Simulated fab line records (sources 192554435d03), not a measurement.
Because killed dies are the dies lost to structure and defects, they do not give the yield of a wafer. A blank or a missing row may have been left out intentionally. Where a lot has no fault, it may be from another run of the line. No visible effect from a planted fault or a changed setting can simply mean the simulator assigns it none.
fab line records	flow n5_finfet
[record] lots = 11	wafers = 32	last_day = 17
route steps=1938 shown BEOL_M13@1693
lots that met no fault: taken from a fault-free run of the same line
start_h: start of the lot's first displayed wafer, in hours after the record's first day	wait_h: hours from the lot's prior step to this one	" same as the row above	L1.1+2: a single row standing in for several wafers	- no value, or no start given	* or withheld: withheld	< > ~ a bound
route shown NAME@n: names a module that has steps shown in the file, with the first one's number in the route	usual: mean/standard deviation taken from wafers without a fault	same: alike in all rows	chamber/n: place in a boat	sites: the reading at each site	_std_site: standard deviation across them	_edge_site: mean of outer sites minus mean of inner sites	radius_mm: for every site, how far away it sits from the centre of the wafer	mask NAME#n: copy n	behind: the tool/chamber that last shaped the wafer	hold: the reason the lot was held/the length of the hold in hours/how it ended	device: which transistor (n, p or np) failed to switch	end of line: the route-end tests of the same wafers	a step without rows: its recipe alone	killed: dies that structure and defects cost at the first sort, which is not the same as the wafer's yield	map: per-die view of a wafer (x killed, . not killed, _ where there is no die)
set.NAME: the run value of the setting; set.NAME@STEP: its run value at that earlier step	model.NAME: the simulator's own value behind a step, which no gauge read
one table for each step of the route and one row for each wafer, over a sample of lots
services: when a tool's chamber went out of use (start_h, in hours from the record's first day, below 0 if earlier), for how many hours, and the reason
[[steps]]
[step N5_BEOL_M13_ETCH_67]
[recipe] chemistry = CF4	target = SiARC	target_depth_a = 1430	time_s = 238.3	ion_energy_ev = 80	pressure_mtorr = 40	source_w = 545	bias_w = 36	Ar_flow_sccm = 100	cf4_flow_sccm = 100	ends = cleared
[usual] drypump_motor_current_A = 5.8/0.61	etch_rf_on_time_s = 236/3.5	oes_product_au = 0.70/0.082	rf_vpp_V = 184.3/1.2	showerhead_plenum_p_Torr = 2.16/0.079	throttle_valve_pct = 15.54/0.18
lot.wafer	tool	chamber	start_h	wait_h	drypump_motor_current_A	etch_rf_on_time_s	oes_product_au	rf_hours_counter_h	rf_vpp_V	showerhead_plenum_p_Torr	throttle_valve_pct
L635.3	rie_diel-01	1	233.95	0.0	4.7	233	0.79	14	184.4	2.19	15.51
L635.4	"	3	"	"	6.2	242	0.64	125	183.8	2.06	15.45
L635.5	"	0	"	"	5.8	233	0.77	-	185.0	2.26	15.36
L637.1	rie_diel-01	3	256.36	0.0	6.2	237	0.64	131	182.9	2.06	15.47
L637.3	"	1	"	"	4.7	233	0.78	21	183.7	2.19	15.51
L637.4	"	2	"	"	6.6	229	0.79	15	184.0	2.10	15.50
L638.1	rie_diel-03	2	270.23	0.0	5.5	235	0.61	215	183.6	2.12	15.81
L638.3	"	3	"	"	6.4	239	0.73	40	185.1	2.27	15.27
L638.6	"	0	"	"	5.1	237	0.61	-	183.7	2.05	15.56
L639.1	rie_diel-03	1	272.90	0.0	6.1	240	0.61	171	184.3	2.22	15.77
L639.4	"	3	"	"	6.4	238	0.74	41	185.9	2.27	15.28
L639.5	"	0	"	"	5.1	238	0.61	-	182.4	2.05	15.58
L644.4	rie_diel-01	0	303.35	0.0	5.9	231	0.75	61	184.9	2.26	15.39
L644.5	"	1	"	"	4.7	232	0.76	-	184.2	2.18	15.56
L644.6	"	2	"	"	6.6	233	0.76	-	181.5	2.09	15.55
L645.2	rie_diel-01	3	313.93	0.0	6.2	235	0.64	147	184.7	2.06	15.48
L645.4	"	1	"	"	4.7	232	0.76	40	183.3	2.18	15.55
L645.5	"	2	"	"	6.6	232	0.76	-	184.5	2.09	15.56
L647.1	rie_diel-04	2	314.57	0.0	6.1	237	0.81	18	184.4	2.10	15.40
L647.2	"	0	"	"	5.4	235	0.63	204	184.3	2.21	15.87
L647.3	"	1	"	"	5.4	232	0.74	51	183.2	2.18	15.55
L646.2	rie_diel-04	3	324.80	0.0	6.7	234	0.84	1	186.4	2.28	15.15
L646.4	"	0	"	"	5.4	239	0.62	207	185.8	2.21	15.87
L646.6	"	0	"	"	5.4	240	0.62	-	182.8	2.21	15.86
L648.1	rie_diel-01	2	327.58	0.0	6.6	232	0.75	36	183.8	2.09	15.55
L648.2	"	1	"	"	4.7	235	0.75	44	182.7	2.18	15.56
L648.6	"	3	"	"	6.2	239	0.63	-	183.2	2.05	15.49
L654.1	rie_diel-01	1	362.50	0.0	4.7	231	0.75	53	185.3	2.18	15.61
L654.4	"	3	"	"	6.2	237	0.63	160	182.2	2.05	15.52
L654.6	"	2	"	"	6.5	231	0.75	-	183.1	2.09	15.58
L657.3	rie_diel-03	1	383.29	0.0	6.1	242	0.58	208	185.7	2.21	15.84
L657.5	"	0	"	"	5.1	239	0.59	-	183.3	2.04	15.64
[step N5_BEOL_M13_DEGAS_41]
[recipe] ambient = vacuum	temp_c = 250	time_s = 60
[usual] heater_power_w = 316/29
lot.wafer	tool	chamber	start_h	wait_h	heater_power_w
L635.3	pvd_sputter-01	-	237.13	1.3	317
L635.4	"	-	"	"	318
L635.5	"	-	"	"	280
L637.1	pvd_sputter-02	-	265.12	0.3	372
L637.3	"	-	"	"	286
L637.4	"	-	"	"	334
L638.1	pvd_sputter-01	-	271.21	0.1	341
L638.3	"	-	"	"	269
L638.6	"	-	"	"	344
L639.1	pvd_sputter-02	-	278.15	3.6	325
L639.4	"	-	"	"	369
L639.5	"	-	"	"	336
L644.4	pvd_sputter-03	-	306.17	1.2	288
L644.5	"	-	"	"	322
L644.6	"	-	"	"	285
L645.2	pvd_sputter-01	-	315.45	0.3	314
L645.4	"	-	"	"	349
L645.5	"	-	"	"	271
L647.1	pvd_sputter-03	-	316.04	0.4	324
L647.2	"	-	"	"	327
L647.3	"	-	"	"	282
L646.2	pvd_sputter-01	-	325.90	0.1	321
L646.4	"	-	"	"	278
L646.6	"	-	"	"	277
L648.1	pvd_sputter-02	-	331.24	0.7	282
L648.2	"	-	"	"	377
L648.6	"	-	"	"	379
L654.1	pvd_sputter-02	-	363.93	0.2	283
L654.4	"	-	"	"	331
L654.6	"	-	"	"	334
L657.3	pvd_sputter-03	-	385.55	0.5	327
L657.5	"	-	"	"	290
[step N5_BEOL_M13_PRE_CLEAN_42]
[recipe] gas = H2/He	time_s = 30	temp_c = 250
[usual] heater_power_w = 316/29
lot.wafer	tool	chamber	start_h	wait_h	heater_power_w
L635.3	pvd_sputter-01	-	237.17	0.0	324
L635.4	"	-	"	"	317
L635.5	"	-	"	"	275
L637.1	pvd_sputter-02	-	265.16	0.0	372
L637.3	"	-	"	"	287
L637.4	"	-	"	"	332
L638.1	pvd_sputter-01	-	271.25	0.0	345
L638.3	"	-	"	"	280
L638.6	"	-	"	"	343
L639.1	pvd_sputter-02	-	278.19	0.0	320
L639.4	"	-	"	"	377
L639.5	"	-	"	"	330
L644.4	pvd_sputter-03	-	306.21	0.0	275
L644.5	"	-	"	"	312
L644.6	"	-	"	"	284
L645.2	pvd_sputter-01	-	315.49	0.0	314
L645.4	"	-	"	"	348
L645.5	"	-	"	"	272
L647.1	pvd_sputter-03	-	316.08	0.0	312
L647.2	"	-	"	"	332
L647.3	"	-	"	"	284
L646.2	pvd_sputter-01	-	325.94	0.0	309
L646.4	"	-	"	"	270
L646.6	"	-	"	"	270
L648.1	pvd_sputter-02	-	331.28	0.0	286
L648.2	"	-	"	"	381
L648.6	"	-	"	"	371
L654.1	pvd_sputter-02	-	363.97	0.0	284
L654.4	"	-	"	"	342
L654.6	"	-	"	"	340
L657.3	pvd_sputter-03	-	385.59	0.0	340
L657.5	"	-	"	"	284
[step N5_BEOL_M13_SPUTTER_43]
[recipe] material = TaN	target_thk_a = 150	temp_c = 50	bias_v = 168.6	power_w = 15000	chamber_pressure_pa = 0.12	time_s = 24.19
[usual] throttle_valve_pct = 29.8/0.78
lot.wafer	tool	chamber	start_h	wait_h	throttle_valve_pct
L635.3	pvd_sputter-01	-	237.21	0.0	30.7
L635.4	"	-	"	"	31.3
L635.5	"	-	"	"	29.1
L637.1	pvd_sputter-02	-	265.20	0.0	29.0
L637.3	"	-	"	"	28.9
L637.4	"	-	"	"	28.8
L638.1	pvd_sputter-01	-	271.29	0.0	30.0
L638.3	"	-	"	"	29.3
L638.6	"	-	"	"	30.2
L639.1	pvd_sputter-02	-	278.23	0.0	29.9
L639.4	"	-	"	"	29.0
L639.5	"	-	"	"	28.9
L644.4	pvd_sputter-03	-	306.25	0.0	29.9
L644.5	"	-	"	"	30.5
L644.6	"	-	"	"	29.8
L645.2	pvd_sputter-01	-	315.53	0.0	31.5
L645.4	"	-	"	"	30.1
L645.5	"	-	"	"	29.1
L647.1	pvd_sputter-03	-	316.12	0.0	30.4
L647.2	"	-	"	"	30.7
L647.3	"	-	"	"	29.7
L646.2	pvd_sputter-01	-	325.98	0.0	31.9
L646.4	"	-	"	"	29.1
L646.6	"	-	"	"	29.1
L648.1	pvd_sputter-02	-	331.32	0.0	28.5
L648.2	"	-	"	"	28.8
L648.6	"	-	"	"	29.1
L654.1	pvd_sputter-02	-	364.01	0.0	28.9
L654.4	"	-	"	"	29.0
L654.6	"	-	"	"	28.8
L657.3	pvd_sputter-03	-	385.63	0.0	30.9
L657.5	"	-	"	"	29.9
[step N5_BEOL_M13_CMP_49]
[recipe] stop_on = SiOC	t_overpolish_s = 17.1	down_force_psi = 1	platen_rpm = 50	clearing_platen_down_force_psi = 1.5	clearing_platen_rpm = 50	post_cmp_clean = cu_alkaline	target_thk_nm = 420	clearing_platen_pad_velocity_m_s = 0.99484	pad_velocity_m_s = 0.99484
[usual] barrier_field_endpoint_s = 30.1/0.64	head_pressure_psi = 1.0003/0.0021	motor_current_A = 6.0/0.72
lot.wafer	tool	chamber	start_h	wait_h	barrier_field_endpoint_s	head_pressure_psi	motor_current_A
L635.4	cmp-01	2	237.99	0.2	29.5	1.0002	5.4
L635.3	"	0	"	"	30.5	1.0037	6.5
L635.5	"	1	"	"	29.2	0.9993	5.3
L637.4	cmp-04	0	267.25	0.1	30.7	0.9975	5.8
L637.1	"	1	"	"	30.3	0.9987	6.0
L637.3	"	2	"	"	30.0	0.9996	6.5
L638.1	cmp-02	3	273.00	0.3	30.2	1.0057	6.2
L638.3	"	0	"	"	29.2	1.0001	4.8
L638.6	"	2	"	"	29.7	1.0013	7.4
L639.4	cmp-02	2	279.06	0.2	29.4	1.0003	7.5
L639.1	"	3	"	"	29.8	0.9975	6.6
L639.5	"	1	"	"	29.6	1.0006	5.1
L644.4	cmp-02	0	307.10	0.2	30.1	0.9968	4.7
L644.5	"	2	"	"	30.1	1.0010	7.0
L644.6	"	3	"	"	30.4	0.9992	6.6
L645.4	cmp-01	2	316.34	0.2	29.5	0.9965	5.4
L645.2	"	3	"	"	30.0	0.9985	5.9
L645.5	"	0	"	"	28.6	0.9999	6.5
L647.1	cmp-04	3	317.29	0.4	29.9	0.9995	6.0
L647.2	"	0	"	"	30.2	0.9995	5.8
L647.3	"	2	"	"	30.0	1.0027	6.5
L646.2	cmp-04	1	326.75	0.2	30.6	0.9994	6.1
L646.4	"	2	"	"	29.8	1.0004	6.4
L646.6	"	1	"	"	30.5	0.9971	6.3
L648.2	cmp-04	0	332.11	0.2	30.3	1.0020	5.4
L648.1	"	3	"	"	30.9	1.0025	5.9
L648.6	"	1	"	"	31.6	1.0005	6.2
L654.4	cmp-04	3	365.36	0.2	30.6	0.9996	5.6
L654.1	"	0	"	"	29.6	1.0009	5.9
L654.6	"	2	"	"	29.5	0.9996	6.4
L657.3	cmp-02	2	387.28	0.2	31.2	0.9997	7.2
L657.5	"	2	"	"	32.2	1.0012	7.2
[[services]]
tool	chamber	start_h	hours	kind
rie_diel-04	-	211.67	2.8	pm
cmp-02	-	214.46	3.9	repair
rie_diel-01	-	217.33	9.7	repair
rie_diel-04	-	217.33	2.1	repair
cmp-02	-	229.11	3.4	repair
rie_diel-01	-	229.97	2.8	pm
cmp-02	-	233.99	3.5	repair
cmp-01	-	236.01	1.9	repair
rie_diel-04	1	239.23	6.4	repair
cmp-02	-	245.13	5.6	repair
cmp-01	-	246.46	1.2	repair
cmp-01	-	250.04	15.5	pm
cmp-02	-	262.98	0.3	repair
cmp-02	-	275.49	1.8	repair
rie_diel-01	3	284.47	7.4	repair
cmp-04	-	292.04	4.0	pm
cmp-01	-	303.96	3.1	repair
cmp-02	-	341.26	5.8	pm
pvd_sputter-01	-	352.67	1.6	repair
cmp-04	-	352.73	5.7	pm
cmp-02	-	357.16	3.5	repair
cmp-04	-	361.04	1.5	repair
cmp-02	-	363.14	3.4	repair
cmp-04	-	371.75	3.4	repair
[[key]]
[first_sign] step = N5_BEOL_M13_CMP_49	reading = barrier_field_endpoint_s	direction = up	sigmas = 3.3	usual = 30.1	struck = 32.2
effect none on later readings
met_at N5_BEOL_M13_SPUTTER_43
struck_lots L657
struck_wafers L657.5
not_acting_at N5_BEOL_M13_ETCH_67,N5_BEOL_M13_DEGAS_41,N5_BEOL_M13_PRE_CLEAN_42
onset_between 316.12 385.63
[fault] kind = process_parameter_drift	tool = pvd_sputter-03	chamber = -	onset_h = 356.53	steps = N5_BEOL_M13_SPUTTER_43	channel = time_s	offset = *	shape = step	end_h = 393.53	scope = struck_wafers_only	acts_in = *	stated = *
